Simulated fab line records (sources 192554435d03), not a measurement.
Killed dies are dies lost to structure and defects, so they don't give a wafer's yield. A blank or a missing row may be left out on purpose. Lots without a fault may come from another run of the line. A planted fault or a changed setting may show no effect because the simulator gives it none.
Which tool is to blame?	flow n5_finfet	Sampling: 9 lots, 27 wafers, 7 of 1938 route steps

## WHAT THE GAUGES SHOWED, per wafer
N5_WELL_APT_CD_MEAS_25: target cd 200 nm.
lot	measured	on	cd_nm (nm)
L439	day 2 03:44	cd_sem-01	201.0 200.7 201.8
L441	day 2 15:25	cd_sem-03	199.4 198.5 199.1
L443	day 3 03:34	cd_sem-02	199.8 199.1 200.7
L446	day 3 20:50	cd_sem-03	198.9 198.4 201.4
L448	day 4 08:57	cd_sem-02	199.1 198.1 199.6
L450	day 4 20:49	cd_sem-02	199.9 199.4 200.7
L453	day 5 15:16	cd_sem-03	202.4 202.1 202.4
L455	day 6 03:02	cd_sem-02	201.4 200.2 198.4
L459	day 7 02:42	cd_sem-02	200.5 200.0 200.1

N5_WELL_APT_INSPECT_27: inspects for defects (macro).
lot	measured	on	raw_defect_count
L439	day 2 03:47	defect_inspect-02	2 0 3
L441	day 2 15:28	defect_inspect-02	3 3 0
L443	day 3 03:38	defect_inspect-02	3 0 0
L446	day 3 20:53	defect_inspect-01	1 2 3
L448	day 4 09:00	defect_inspect-01	3 1 4
L450	day 4 20:52	defect_inspect-01	5 2 2
L453	day 5 15:19	defect_inspect-01	3 1 1
L455	day 6 03:05	defect_inspect-02	1 2 3
L459	day 7 02:46	defect_inspect-01	0 >300 3

N5_WELL_APT_INSPECT_38: inspects for defects (darkfield).
lot	measured	on	raw_defect_count
L439	day 2 05:49	defect_inspect-02	27 12 10
L441	day 2 17:09	defect_inspect-02	14 18 22
L443	day 3 05:31	defect_inspect-02	12 8 13
L446	day 3 22:47	defect_inspect-01	14 16 15
L448	day 4 10:43	defect_inspect-01	15 8 6
L450	day 4 22:37	defect_inspect-01	10 15 18
L453	day 5 17:05	defect_inspect-02	19 25 17
L455	day 6 04:57	defect_inspect-01	9 9 8
L459	day 7 04:41	defect_inspect-02	16 624 6

N5_BEOL_M4_RC_MEAS_101.
lot	measured	on	DIBL_N (mV/V)	DIBL_P (mV/V)	IOFF_N (nA/um)	IOFF_P (nA/um)	ION_N (uA/um)	ION_P (uA/um)	SS_N (mV/dec)	SS_P (mV/dec)	VT_N (mV)	VT_P (mV)
L439	day 8 20:23	prober-02	33.8 33.5 33.9	34.7 34.5 35.1	0.143 0.133 0.139	0.199 0.186 0.199	667 672 663	461 464 464	71.0 71.5 70.9	72.4 72.5 72.8	250.9 250.1 250.9	-250.0 -250.8 -250.2
L441	day 9 21:12	prober-01	36.6 35.3 37.3	36.6 34.7 38.1	0.135 0.122 0.162	0.175 0.159 0.214	670 676 685	456 453 469	71.2 70.6 71.8	72.8 72.6 73.6	253.0 253.1 251.9	-253.4 -254.0 -250.3
L443	day 10 14:52	prober-02	36.6 37.2 36.1	35.2 36.9 34.5	0.144 0.167 0.141	0.217 0.244 0.198	665 671 659	462 464 449	71.6 72.1 71.9	73.5 74.2 72.5	252.7 248.3 253.3	-248.6 -249.5 -251.8
L446	day 12 03:04	prober-02	35.7 35.0 35.9	35.5 35.2 36.2	0.134 0.127 0.143	0.188 0.198 0.209	669 665 681	455 460 461	71.1 70.7 71.7	72.7 72.8 73.8	249.5 251.2 248.9	-249.6 -248.8 -248.1
L448	day 12 02:16	prober-01	35.2 32.5 35.8	36.2 33.7 36.4	0.158 0.120 0.160	0.216 0.180 0.222	679 670 671	469 462 462	71.9 70.6 71.1	72.9 72.4 73.5	250.1 252.9 251.2	-248.2 -250.1 -248.6
L450	day 12 10:53	prober-02	36.3 36.9 38.0	33.9 34.5 36.4	0.147 0.148 0.184	0.227 0.227 0.275	669 678 692	472 467 477	71.5 71.1 71.6	72.4 73.4 73.6	248.6 251.3 247.6	-244.2 -247.5 -243.5
L453	day 12 12:38	prober-02	33.7 37.4 35.2	32.6 37.8 34.0	0.112 0.179 0.140	0.168 0.235 0.181	658 677 664	463 469 458	71.3 71.4 71.7	72.2 74.2 72.9	254.1 249.8 250.1	-251.2 -248.6 -250.5
L455	day 13 14:14	prober-02	34.5 33.8 35.7	36.0 35.6 37.6	0.143 0.137 0.164	0.198 0.187 0.223	681 665 681	470 466 467	71.5 71.2 71.5	73.3 73.1 73.5	252.2 253.1 249.4	-248.9 -253.0 -251.9
L459	day 14 19:56	prober-01	41.0 37.6 38.4	40.4 35.8 36.5	0.248 0.157 0.177	0.306 0.216 0.238	686 667 669	469 459 455	72.2 72.2 71.4	74.8 73.7 74.4	245.1 251.9 249.1	-245.4 -252.3 -249.1

## TOOL THAT RAN EACH LOT (tool first, then ch and the chambers of the sampled wafers, then the start)
lot	N5_ZERO_LAYER_STRIP_24	N5_WELL_APT_STRIP_16	N5_WELL_APT_DESCUM_30
L439	plasma_asher-02 ch 0,1, day 2 00:56	wet_bench-01 ch 1,4,7, day 2 03:04	rie_diel-02 ch 0,1,3, day 2 04:10
L441	plasma_asher-01 ch 0,1, day 2 13:29	wet_bench-06 ch 0,4,7, day 2 14:44	rie_diel-05 ch 0,1, day 2 15:30
L443	plasma_asher-01 ch 0,1, day 3 01:07	wet_bench-01 ch 3,5,7, day 3 02:54	rie_diel-04 ch 1,2,3, day 3 03:40
L446	plasma_asher-02 ch 0, day 3 18:53	wet_bench-01 ch 2,3,4, day 3 20:16	rie_diel-05 ch 0,3, day 3 20:55
L448	plasma_asher-01 ch 0,1, day 4 07:01	wet_bench-01 ch 0,5,7, day 4 08:17	rie_diel-02 ch 0,2, day 4 09:02
L450	plasma_asher-02 ch 0,1, day 4 18:55	wet_bench-06 ch 1,2,4, day 4 20:16	rie_diel-05 ch 0,1, day 4 20:54
L453	plasma_asher-01 ch 0,1, day 5 13:04	wet_bench-05 ch 0,3,4, day 5 14:35	rie_diel-02 ch 1,2,3, day 5 15:21
L455	plasma_asher-02 ch 0,1, day 6 00:53	wet_bench-01 ch 0,1,6, day 6 02:22	rie_diel-05 ch 0,3, day 6 03:07
L459	plasma_asher-01 ch 0,1, day 7 00:55	wet_bench-01 ch 0,3,4, day 7 02:09	rie_diel-04 ch 0,1,3, day 7 02:47
- N5_ZERO_LAYER_STRIP_24: strips in O2.
- N5_WELL_APT_STRIP_16: strips in SPM, time 900 s.
- N5_WELL_APT_DESCUM_30: chemistry O2, time 7.9 s.

## AS READ BY THE TOOLS THEMSELVES (means over the sampled wafers that have a number; for cases with no such wafer, the mark the record gives instead)
N5_ZERO_LAYER_STRIP_24.
lot	tool	drypump_motor_current_A (A)	heater_power_w (W)	oes_product_au (a.u.)	strip_time_to_endpoint_s (s)
L439	plasma_asher-02	5.43	355	0.643	43.73
L441	plasma_asher-01	5.45	355	0.645	43.96
L443	plasma_asher-01	5.42	351	0.646	44.03
L446	plasma_asher-02	5.22	346	0.645	43.82
L448	plasma_asher-01	5.21	339	0.647	43.69
L450	plasma_asher-02	5.42	355	0.652	43.84
L453	plasma_asher-01	5.22	345	0.650	43.91
L455	plasma_asher-02	5.43	358	0.645	43.99
L459	plasma_asher-01	5.20	345	0.647	43.83

N5_WELL_APT_DESCUM_30.
lot	tool	drypump_motor_current_A (A)	oes_product_au (a.u.)	rf_fwd_power_W (W)	rf_vpp_V (V)	showerhead_plenum_p_Torr (Torr)	throttle_valve_pct (%)
L439	rie_diel-02	5.5	0.80	49.77	244.5	2.13	20.27
L441	rie_diel-05	5.5	0.80	49.85	241.7	2.02	20.34
L443	rie_diel-04	6.1	0.83	49.71	243.1	2.04	20.29
L446	rie_diel-05	5.8	0.77	49.71	244.4	2.18	20.33
L448	rie_diel-02	5.7	0.86	49.62	243.5	2.17	20.25
L450	rie_diel-05	5.4	0.79	49.64	241.8	2.01	20.37
L453	rie_diel-02	5.9	0.77	49.65	244.6	2.15	20.34
L455	rie_diel-05	5.8	0.75	49.67	244.9	2.17	20.35
L459	rie_diel-04	6.2	0.79	49.73	244.3	2.10	20.25

## THE ANSWER, worked out from the rows above alone
Rule: usual is defined by the lots themselves. Put in order of their means at a reading, lots are off if they are a third of the lots or fewer, leave a main group of 4 or more, and stand apart from it by a gap of 3 or more times the standard deviation of the main group's means; of several such gaps the widest counts. If all means in a main group match to the digits the tables above print for the reading, that group is not used. A lot without any number at a reading at which 4 lots or more have one is off too. Any other lot the step has rows for is counted as sound. The gauges are gone through in route order, then the tools' own readings, and for those a lot's mean is taken as printed above. At the first step where some lot is off, the reading lying furthest off is the one used; lots without a number count as furthest.
Off at N5_WELL_APT_INSPECT_38 (raw_defect_count): L459. The main group has a mean of 14 with a standard deviation of 3.9.
A tool fits if, at a process step before that reading, it ran every lot that is off, and no sound lot after the first of them. Not tried: the gauges at N5_WELL_APT_INSPECT_38; whatever is off there is also off at N5_BEOL_M4_RC_MEAS_101, on other tools, and gauge error can't account for it. Can't be told from this: 3 tools fit, plasma_asher-01 at N5_ZERO_LAYER_STRIP_24, wet_bench-01 at N5_WELL_APT_STRIP_16, rie_diel-04 at N5_WELL_APT_DESCUM_30.

## WHAT WAS PUT IN BY THE SIMULATOR
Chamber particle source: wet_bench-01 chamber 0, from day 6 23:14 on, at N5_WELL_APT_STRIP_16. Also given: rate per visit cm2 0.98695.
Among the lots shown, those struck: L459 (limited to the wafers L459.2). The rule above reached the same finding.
